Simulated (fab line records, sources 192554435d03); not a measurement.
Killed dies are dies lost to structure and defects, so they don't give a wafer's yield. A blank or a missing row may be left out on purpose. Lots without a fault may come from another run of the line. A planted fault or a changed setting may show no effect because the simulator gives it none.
fab line records | flow n5_finfet
record lots=9 wafers=26 last_day=17
route steps=1938 shown BEOL_M4@1062 PASSIVATION@1936
lots that met no fault: from a run of the same line without faults
start_h: hours from the record's first day to the start of the lot's first wafer shown | wait_h: hours since the lot's step before | " the same as in the row above | L1.1+2: a row that stands for several wafers | - no value, or no start given | * or withheld: withheld | < > ~ a bound
route shown NAME@n: a module of which the file shows steps, and the number in the route of the first | usual: mean/standard deviation of fault-free wafers | same: alike in all rows | chamber/n: place in a boat | sites: the reading at each site | _std_site: their standard deviation | _edge_site: outer sites' mean less inner sites' | radius_mm: how far each site lies from the wafer's centre | mask NAME#n: copy n | behind: the tool/chamber that last shaped the wafer | hold: why the lot was held/for how many hours/how that ended | device: the transistor (n, p or np) that didn't switch | end of line: the same wafers' tests at the end of the route | a step without rows: its recipe alone | killed: dies lost to structure and defects at the first sort, not the wafer's yield | map: a wafer's dies, x killed, . not, _ none there
set.NAME: the setting as run; set.NAME@STEP: as run at that earlier step | model.NAME: the simulator's own value behind a step, which no gauge read
steps of the route over a sample of lots; a table a step, a row a wafer
services: from which hour (start_h, from the record's first day; less than 0 if before it) a tool's chamber was out of use, for how many hours, and why
## steps
# step N5_BEOL_M4_ALD_98
# recipe material=SiO2 target_thk_a=25 temp_c=100 ald_precursor_family=BDEAS ald_co_reactant=O2-plasma pulse_time_s=1 co_reactant_pulse_time_s=1 purge_time_s=2 co_reactant_purge_time_s=2 ald_cycles=17 pressure_torr=2
# usual heater_power_w=81/13 precursor_pulse_height_rel=1.003/0.02
# columns lot.wafer tool chamber start_h wait_h heater_power_w precursor_pulse_height_rel
L913.2 ald_sin-01 0 180.56 0.1 102 1.004
L913.3 " 2 " " 81 1.013
L913.4 " 3 " " 66 1.004
L915.1 ald_sin-04 2 199.98 0.1 75 0.983
L915.4 " 3 " " 70 1.009
L915.6 " 3 " " 70 1.024
L917.4 ald_sin-01 1 208.00 0.3 74 1.032
L917.5 " 3 " " 67 0.994
L918.1 ald_sin-01 0 213.11 0.1 101 0.973
L918.2 " 3 " " 68 0.968
L918.5 " 3 " " 69 1.024
L925.3 ald_sin-02 0 250.97 0.1 86 1.015
L925.5 " 0 " " 81 0.982
L925.6 " 1 " " 70 1.063
L924.1 ald_sin-02 2 254.75 0.1 80 0.992
L924.2 " 0 " " 83 0.994
L924.4 " 3 " " 77 1.037
L926.1 ald_sin-04 1 255.93 0.1 76 0.974
L926.5 " 1 " " 74 1.035
L926.6 " 0 " " 105 0.976
L923.2 ald_sin-02 3 265.24 0.4 77 0.986
L923.3 " 1 " " 69 1.022
L923.5 " 2 " " 80 0.983
L933.3 ald_sin-04 0 303.70 0.2 105 1.004
L933.5 " 1 " " 76 1.010
L933.6 " 2 " " 75 1.008
# step N5_BEOL_M4_STRIP_36
# recipe chemistry=N2/H2 power_w=450 temp_c=40 pressure_mtorr=20 rf_frequency_hz=6e+07 overash_fraction=0.3 bias_power_w=7 h2_frac=0.5 n2_flow_sccm=200 h2_flow_sccm=200
# usual bias_power_w=7.002/0.022 chamber_pressure_mTorr=20.00/0.033 drypump_motor_current_A=5.9/0.37 oes_product_au=0.79/0.087 rf_vpp_V=58.9/1.5 showerhead_plenum_p_Torr=2.52/0.088 throttle_valve_pct=23.63/0.24
# columns lot.wafer tool chamber start_h wait_h bias_power_w chamber_pressure_mTorr drypump_motor_current_A oes_product_au rf_hours_counter_h rf_vpp_V showerhead_plenum_p_Torr throttle_valve_pct
L913.2 rie_diel-03 1 188.52 0.0 7.016 20.00 6.6 0.71 229 59.9 2.49 23.83
L913.3 " 3 " " 7.004 19.97 5.9 0.71 186 58.1 2.40 23.80
L913.4 " 0 " " 7.010 19.97 6.0 0.76 128 61.0 2.44 23.39
L915.1 rie_diel-04 1 204.70 0.0 7.027 20.03 6.3 0.82 95 56.1 2.45 23.11
L915.4 " 3 " " 6.983 20.02 5.2 0.88 39 58.5 2.60 24.07
L915.6 " 2 " " 6.960 20.02 6.1 0.72 - 58.9 2.51 23.92
L917.4 rie_diel-03 0 211.79 0.0 7.013 20.05 6.1 0.75 137 57.3 2.44 23.41
L917.5 " 0 " " 6.986 19.94 6.0 0.74 - 56.9 2.44 23.38
L918.1 rie_diel-04 3 214.42 0.0 7.030 20.02 5.1 0.87 42 58.3 2.60 24.11
L918.2 " 0 " " 7.016 20.03 5.8 0.92 19 59.6 2.70 23.42
L918.5 " 0 " " 6.992 20.00 5.8 0.92 - 59.4 2.70 23.43
L925.3 rie_diel-03 0 253.28 0.0 - - - - - - - -
L925.5 " 3 " " - - - - - - - -
L925.6 " 2 " " - - - - - - - -
L924.1 rie_diel-02 1 258.06 0.0 - - - - - - - -
L924.2 " 3 " " - - - - - - - -
L924.4 " 2 " " - - - - - - - -
L926.1 rie_diel-03 3 262.25 0.0 6.949 20.04 5.9 0.69 218 61.8 2.39 23.86
L926.5 " 3 " " 6.960 19.96 5.9 0.70 - 57.8 2.39 23.83
L926.6 " 2 " " 6.970 20.00 5.7 0.76 - 56.3 2.54 23.60
L923.2 rie_diel-02 3 272.23 0.0 7.038 19.94 5.5 0.85 43 59.0 2.59 23.68
L923.3 " 2 " " 7.028 19.96 5.9 0.72 196 62.1 2.62 23.84
L923.5 " 1 " " 7.012 20.01 6.1 0.67 - 60.5 2.49 23.51
L933.3 rie_diel-04 1 305.64 0.0 7.015 19.99 6.3 0.78 131 58.3 2.44 23.14
L933.5 " 0 " " 6.985 20.03 5.7 0.85 - 58.5 2.69 23.46
L933.6 " 3 " " 7.006 20.03 5.1 0.84 - 56.0 2.58 24.14
# step N5_BEOL_M4_TRENCH_ETCH_37
# recipe chemistry=C4F6/O2 target_depth_a=555.55 target=SiOC time_s=29.2 ion_energy_ev=250 pressure_mtorr=30 source_w=355 bias_w=185 Ar_flow_sccm=300 C4F6_flow_sccm=10 O2_flow_sccm=10
# usual chamber_pressure_mTorr=29.997/0.024 drypump_motor_current_A=5.9/0.37 oes_f_703_au=0.77/0.082 oes_product_au=0.78/0.087 rf_vpp_V=667/12 showerhead_plenum_p_Torr=2.83/0.095 throttle_valve_pct=20.83/0.19
# same time_s=29.2
# columns lot.wafer tool chamber start_h wait_h chamber_pressure_mTorr drypump_motor_current_A oes_f_703_au oes_product_au rf_hours_counter_h rf_vpp_V showerhead_plenum_p_Torr throttle_valve_pct
L913.2 rie_diel-03 1 - - 30.017 6.6 0.71 0.70 229 652 2.80 21.05
L913.3 " 3 " " 29.995 5.9 0.71 0.71 186 678 2.72 21.11
L913.4 " 0 " " 29.992 6.0 0.73 0.75 128 672 2.72 20.68
L915.1 rie_diel-04 1 - - 29.981 6.3 0.82 0.82 95 653 2.76 20.47
L915.4 " 3 " " 30.030 5.1 0.87 0.88 39 685 2.88 20.89
L915.6 " 2 " " 30.019 6.1 0.70 0.71 - 679 2.80 20.91
L917.4 rie_diel-03 0 - - 30.004 6.1 0.72 0.74 137 672 2.72 20.69
L917.5 " 0 " " 29.938 6.1 0.72 0.74 - 672 2.72 20.68
L918.1 rie_diel-04 3 - - 30.041 5.1 0.86 0.88 42 688 2.88 20.89
L918.2 " 0 " " 30.000 5.8 0.91 0.92 19 666 3.03 20.55
L918.5 " 0 " " 29.998 5.8 0.91 0.91 - 666 3.03 20.54
L925.3 rie_diel-03 0 253.32 0.0 30.023 6.0 0.71 0.72 154 671 2.71 20.71
L925.5 " 3 " " 29.998 5.9 0.68 0.69 - 678 2.71 21.15
L925.6 " 2 " " 29.946 5.7 0.78 0.75 - 645 2.86 20.83
L924.1 rie_diel-02 1 258.10 0.0 29.981 6.0 0.68 0.67 243 664 2.82 20.78
L924.2 " 3 " " 30.050 5.5 0.81 0.86 40 683 2.92 21.09
L924.4 " 2 " " 29.991 5.9 0.70 0.71 192 666 2.93 20.79
L926.1 rie_diel-03 3 - - 29.999 5.9 0.68 0.69 218 678 2.71 21.17
L926.5 " 3 " " 29.999 5.9 0.68 0.69 - 678 2.71 21.15
L926.6 " 2 " " 29.976 5.7 0.78 0.76 - 644 2.85 20.81
L923.2 rie_diel-02 3 - - 30.031 5.5 0.80 0.85 43 683 2.92 21.08
L923.3 " 2 " " 30.004 5.9 0.69 0.71 196 666 2.93 20.79
L923.5 " 1 " " 29.991 6.1 0.68 0.67 - 663 2.82 20.80
L933.3 rie_diel-04 1 - - 29.993 6.3 0.79 0.77 131 653 2.74 20.53
L933.5 " 0 " " 30.034 5.8 0.86 0.85 - 663 3.02 20.57
L933.6 " 3 " " 30.007 5.1 0.82 0.83 - 685 2.87 20.94
# step N5_BEOL_M4_PRE_CLEAN_45
# recipe gas=H2/He time_s=30 temp_c=250
# usual heater_power_w=337/42
# same time_s=30
# columns lot.wafer tool chamber start_h wait_h heater_power_w
L913.2 pvd_sputter-02 - 189.30 0.0 380
L913.3 " - " " 407
L913.4 " - " " 267
L915.1 pvd_sputter-01 - 205.53 0.0 359
L915.4 " - " " 295
L915.6 " - " " 364
L917.4 pvd_sputter-02 - 212.33 0.0 405
L917.5 " - " " 271
L918.1 pvd_sputter-02 - 215.05 0.0 373
L918.2 " - " " 400
L918.5 " - " " 385
L925.3 pvd_sputter-03 - 255.04 0.0 336
L925.5 " - " " 306
L925.6 " - " " 334
L924.1 pvd_sputter-02 - 258.90 0.0 372
L924.2 " - " " 268
L924.4 " - " " 345
L926.1 pvd_sputter-02 - 263.02 0.0 380
L926.5 " - " " 338
L926.6 " - " " 270
L923.2 pvd_sputter-02 - 272.78 0.0 387
L923.3 " - " " 410
L923.5 " - " " 384
L933.3 pvd_sputter-03 - 306.46 0.0 322
L933.5 " - " " 340
L933.6 " - " " 299
# step N5_BEOL_M4_RC_MEAS_101
# usual DIBL_N=37.2/1.9 DIBL_P=37.3/2.2 IOFF_N=0.18/0.038 IOFF_P=0.22/0.039 ION_N=678/11 ION_P=462/6.9 SS_N=71.8/0.68 SS_P=73.5/0.65 VT_N=249/3.4 VT_P=-250/3.2
# columns lot.wafer tool chamber start_h wait_h DIBL_N[mV/V] DIBL_P[mV/V] IOFF_N[nA/um] IOFF_P[nA/um] ION_N[uA/um] ION_P[uA/um] SS_N[mV/dec] SS_P[mV/dec] VT_N[mV] VT_P[mV]
L913.2 prober-02 0 193.29 0.2 37.6 37.9 0.18 0.26 673 465 71.8 73.4 248 -248
L913.3 " 0 " " 39.2 37.8 0.22 0.26 693 466 72.8 73.0 245 -245
L913.4 " 0 " " 36.5 35.9 0.16 0.22 664 460 72.1 73.3 251 -249
L915.1 prober-01 0 209.26 0.0 37.4 40.0 0.20 0.25 686 475 72.4 73.3 244 -247
L915.4 " 0 " " 36.9 38.2 0.19 0.23 676 465 72.2 74.3 249 -250
L915.6 " 0 " " 35.6 36.7 0.16 0.20 679 457 71.0 73.1 251 -250
L917.4 prober-02 0 218.07 0.5 40.0 40.3 0.22 0.25 683 464 72.9 73.4 249 -250
L917.5 " 0 " " 40.3 41.6 0.21 0.26 684 466 71.8 73.6 246 -247
L918.1 prober-02 0 220.11 0.0 35.2 37.3 0.16 0.18 677 456 71.6 73.2 249 -253
L918.2 " 0 " " 36.0 38.4 0.18 0.20 698 470 71.8 73.3 246 -251
L918.5 " 0 " " 37.0 39.5 0.19 0.21 702 470 71.8 73.8 246 -250
L926.1 prober-01 0 267.21 0.0 34.7 36.6 0.16 0.18 681 459 71.6 73.3 251 -253
L926.5 " 0 " " 35.3 37.4 0.17 0.19 684 458 71.5 73.4 246 -254
L926.6 " 0 " " 36.2 38.1 0.19 0.21 682 458 71.5 73.8 251 -250
L923.2 prober-02 0 276.81 0.2 35.6 36.8 0.16 0.22 680 468 70.9 74.1 248 -249
L923.3 " 0 " " 37.1 37.6 0.16 0.22 672 462 71.2 74.2 251 -251
L923.5 " 0 " " 35.7 36.7 0.15 0.20 670 461 71.6 73.6 254 -253
L933.3 prober-02 0 310.43 0.3 35.6 36.9 0.16 0.19 669 460 71.8 73.2 251 -253
L933.5 " 0 " " 33.3 32.9 0.11 0.15 655 453 71.8 73.2 257 -255
L933.6 " 0 " " 37.0 37.7 0.18 0.22 678 459 72.6 73.6 248 -250
# step N5_PASSIVATION_PROBE_49
# usual defect_limited_yield=91.2/1.6 killed_at_M0_to_M3=31/10 killed_at_M4_up=14/4.4 killed_at_contacts=13/6 killed_at_front_end=43/13 killed_at_other=3.5/2.6 killed_dies=104/18 killed_on_rim=14/4.6 killed_open=68/14 killed_short=34/8.1 sort_bin_4_leakage=0.01/0.073 sort_bin_5_function=5.1/1.1 sort_bin_6_memory=3.3/0.68 sort_n_pass=1076/18 sort_yield_pct=91.2/1.6
# same gross_dies=1180 killed_at_back_side=0 sort_bin_8_speed[%]=0
# columns lot.wafer tool chamber start_h wait_h defect_limited_yield[%] killed_at_M0_to_M3 killed_at_M4_up killed_at_contacts killed_at_front_end killed_at_other killed_dies killed_on_rim killed_open killed_short sort_bin_4_leakage[%] sort_bin_5_function[%] sort_bin_6_memory[%] sort_n_pass sort_yield_pct[%]
L918.1 prober-02 - 317.44 0.0 92.5 20 17 8 37 6 88 9 59 26 0 4.5 3.0 1092 92.5
L918.2 prober-02 - 317.49 0.1 90.7 17 19 14 55 5 110 15 67 43 0 5.3 3.5 1070 90.7
L918.5 prober-02 - 317.64 0.2 91.4 25 16 22 36 3 102 11 71 30 0 4.8 3.6 1078 91.4
L925.3 prober-02 - 354.47 0.1 0 21 1091 13 50 5 1180 152 73 28 0 96.5 3.5 0 0
L925.5 prober-02 - 354.57 0.2 0 22 1117 14 19 8 1180 152 56 19 0 97.5 2.3 0 0
L925.6 prober-02 - 354.62 0.3 0 46 1060 22 46 6 1180 152 80 50 0 95.7 3.7 0 0
L924.1 prober-01 - 368.08 0.0 0 35 1083 14 47 1 1180 152 70 37 0 96.1 3.3 0 0
L924.2 prober-01 - 368.13 0.1 0 24 1118 9 27 2 1180 152 50 22 0 97.3 2.5 0 0
L924.4 prober-01 - 368.23 0.2 0 20 1091 17 49 3 1180 152 67 36 0 96.4 3.1 0 0
L923.2 prober-01 - 379.97 0.1 93.1 28 16 5 30 3 82 11 52 29 0 4.0 2.8 1098 93.1
L923.3 prober-01 - 380.02 0.1 92.6 33 18 8 26 2 87 9 65 19 0 4.1 3.1 1093 92.6
L923.5 prober-01 - 380.12 0.2 92.5 14 17 15 41 2 89 11 69 17 0 4.2 3.3 1091 92.5
L926.1 prober-01 - 382.03 0.0 89.6 47 9 13 53 1 123 27 78 45 0 4.9 5.0 1057 89.6
L926.5 prober-01 - 382.23 0.2 91.0 23 17 7 54 5 106 10 71 34 0 5.5 3.3 1074 91.0
L926.6 prober-01 - 382.28 0.3 89.6 36 16 12 57 2 123 13 79 43 0 6.6 3.5 1057 89.6
# killed by level:class
L918.1 MOL_CONTACT_COAG:geometric_particle:open=8 STI_FIN_REVEAL:geometric_particle:open=6 FIN_SAQP:geometric_particle:short=5 DUMMY_GATE:geometric_particle:open=4 BEOL_M1:geometric_particle:open=4 BEOL_M2:geometric_particle:open=4 BEOL_M4:geometric_particle:open=4 BEOL_M5:geometric_particle:open=4
L918.2 FIN_SAQP:geometric_particle:short=13 MOL_CONTACT_COAG:geometric_particle:open=12 BEOL_M4:geometric_particle:open=12 FIN_SAQP:geometric_particle:open=9 GATE_CUT:geometric_particle:short=5 STI_FIN_REVEAL:geometric_particle:open=4 BEOL_M0_SAQP:geometric_particle:short=4 DUMMY_GATE:geometric_particle:open=3
L918.5 MOL_CONTACT_COAG:geometric_particle:open=17 STI_FIN_REVEAL:geometric_particle:open=15 BEOL_M2:geometric_particle:open=11 FIN_SAQP:geometric_particle:short=8 BEOL_M4:geometric_particle:open=8 FIN_SAQP:geometric_particle:open=7 MOL_CONTACT_COAG:geometric_particle:short=5 BEOL_M0_SAQP:geometric_particle:short=4
L925.3 BEOL_M4:area_etch=1079 STI_FIN_REVEAL:geometric_particle:open=22 MOL_CONTACT_COAG:geometric_particle:open=11 STI_FIN_REVEAL:geometric_particle:short=7 BEOL_M4:geometric_particle:open=7 GATE_CUT:geometric_particle:short=5 GATE_CUT:geometric_particle:open=5 BEOL_M0_SAQP:geometric_particle:open=4
L925.5 BEOL_M4:area_etch=1104 MOL_CONTACT_COAG:geometric_particle:open=12 BEOL_M4:geometric_particle:open=8 DUMMY_GATE:geometric_particle:open=6 BEOL_M0_SAQP:geometric_particle:open=6 BEOL_M0_SAQP:geometric_particle:short=5 PAD_METAL:geometric_particle:open=5 BEOL_M1:geometric_particle:open=4
L925.6 BEOL_M4:area_etch=1050 MOL_CONTACT_COAG:geometric_particle:open=19 BEOL_M0_SAQP:geometric_particle:short=11 BEOL_M3:geometric_particle:open=10 BEOL_M0_SAQP:geometric_particle:open=10 DUMMY_GATE:geometric_particle:open=7 FIN_SAQP:geometric_particle:open=6 STI_FIN_REVEAL:geometric_particle:open=6
L924.1 BEOL_M4:area_etch=1072 BEOL_M2:geometric_particle:open=13 MOL_CONTACT_COAG:geometric_particle:open=12 STI_FIN_REVEAL:geometric_particle:open=9 BEOL_M0_SAQP:geometric_particle:short=9 GATE_CUT:geometric_particle:short=8 FIN_SAQP:geometric_particle:short=6 BEOL_M3:geometric_particle:open=6
L924.2 BEOL_M4:area_etch=1108 BEOL_M2:geometric_particle:open=7 MOL_CONTACT_COAG:geometric_particle:open=7 BEOL_M4:geometric_particle:open=6 DUMMY_GATE:geometric_particle:open=5 BEOL_M0_SAQP:geometric_particle:open=4 BEOL_M3:geometric_particle:open=4 DUMMY_GATE:geometric_particle:short=3
L924.4 BEOL_M4:area_etch=1076 MOL_CONTACT_COAG:geometric_particle:open=13 STI_FIN_REVEAL:geometric_particle:open=11 BEOL_M2:geometric_particle:open=7 BEOL_M0_SAQP:geometric_particle:short=6 BEOL_M4:geometric_particle:open=6 FIN_SAQP:geometric_particle:open=5 GATE_CUT:geometric_particle:open=5
L923.2 BEOL_M4:geometric_particle:open=8 BEOL_M0_SAQP:geometric_particle:short=7 FIN_SAQP:geometric_particle:open=6 BEOL_M2:geometric_particle:open=6 MOL_CONTACT_COAG:geometric_particle:open=5 BEOL_M1:geometric_particle:short=5 ILD0:geometric_particle:open=4 GATE_CUT:geometric_particle:open=4
L923.3 BEOL_M1:geometric_particle:open=8 BEOL_M2:geometric_particle:open=8 BEOL_M4:geometric_particle:open=8 MOL_CONTACT_COAG:geometric_particle:open=7 BEOL_M3:geometric_particle:open=7 FIN_SAQP:geometric_particle:open=6 BEOL_M0_SAQP:geometric_particle:open=5 STARTING-WAFER:geometric_particle:open=5
L923.5 MOL_CONTACT_COAG:geometric_particle:open=15 STI_FIN_REVEAL:geometric_particle:open=11 FIN_SAQP:geometric_particle:open=8 BEOL_M4:geometric_particle:open=8 BEOL_M2:geometric_particle:open=4 BEOL_M3:geometric_particle:open=4 FIN_SAQP:geometric_particle:short=3 DUMMY_GATE:geometric_particle:short=3
L926.1 STI_FIN_REVEAL:geometric_particle:open=17 BEOL_M0_SAQP:geometric_particle:open=16 BEOL_M0_SAQP:geometric_particle:short=13 FIN_SAQP:geometric_particle:open=10 MOL_CONTACT_COAG:geometric_particle:open=10 FIN_SAQP:geometric_particle:short=9 BEOL_M2:geometric_particle:open=5 BEOL_M3:geometric_particle:open=5
L926.5 FIN_SAQP:geometric_particle:open=22 STI_FIN_REVEAL:geometric_particle:open=9 BEOL_M0_SAQP:geometric_particle:short=9 BEOL_M4:geometric_particle:open=6 MOL_CONTACT_COAG:geometric_particle:open=5 BEOL_M0_SAQP:geometric_particle:open=4 STI_FIN_REVEAL:geometric_particle:short=3 ILD0:geometric_particle:short=3
L926.6 STI_FIN_REVEAL:geometric_particle:open=21 FIN_SAQP:geometric_particle:short=11 BEOL_M0_SAQP:geometric_particle:short=11 MOL_CONTACT_COAG:geometric_particle:open=10 BEOL_M4:geometric_particle:open=9 FIN_SAQP:geometric_particle:open=7 BEOL_M0_SAQP:geometric_particle:open=7 BEOL_M3:geometric_particle:open=7
## services
# columns tool chamber start_h hours kind
pvd_sputter-02 - 156.98 2.5 repair
ald_sin-02 - 176.75 14.0 pm
rie_diel-02 1 186.80 2.4 repair
ald_sin-02 0 218.41 5.9 repair
rie_diel-02 0 218.61 13.5 repair
ald_sin-02 - 221.71 0.7 repair
rie_diel-04 3 229.55 4.3 repair
ald_sin-04 - 232.47 0.3 repair
ald_sin-02 1 237.00 3.6 repair
rie_diel-03 1 249.80 - clean
rie_diel-03 1 249.80 - consumable_replace:focus_ring
rie_diel-03 1 249.80 19.8 scheduled_down
rie_diel-03 1 249.80 19.8 vent_cycle
pvd_sputter-01 - 254.97 2.7 repair
rie_diel-04 2 266.04 - clean
rie_diel-04 2 266.04 - consumable_replace:focus_ring
rie_diel-04 2 266.04 20.8 scheduled_down
ald_sin-01 - 268.97 14.0 pm
ald_sin-02 1 277.50 17.5 repair
ald_sin-02 0 278.49 5.7 repair
rie_diel-03 2 280.67 4.3 repair
ald_sin-02 - 292.01 2.8 pm
ald_sin-04 3 296.31 12.6 repair
rie_diel-03 0 298.30 15.4 repair
## key
first_sign step=N5_BEOL_M4_STRIP_36 reading=tool_record direction=missing
effect step=N5_PASSIVATION_PROBE_49 reading=killed_at_M4_up direction=up sigmas=99+ usual=14 struck=1093
more_kills_born_at N5_BEOL_M4_ETCH_41@rie_diel-02=3256 N5_BEOL_M4_ETCH_41@rie_diel-03=3233
met_at N5_BEOL_M4_STRIP_36
struck_lots L924,L925
later_rows_left_out L924.1,L924.2,L924.4,L925.3,L925.5,L925.6
not_acting_at N5_BEOL_M4_ALD_98,N5_BEOL_M4_TRENCH_ETCH_37,N5_BEOL_M4_PRE_CLEAN_45
onset_between 211.79 253.28
fault kind=skipped_step_whole tool=rie_diel-02,rie_diel-03 chamber=- onset_h=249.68 steps=N5_BEOL_M4_STRIP_36 scope=struck_lots_only
# later_rows_left_out: the simulator's readings of these wafers behind a module that went badly wrong aren't trusted and aren't shown, but for the sort
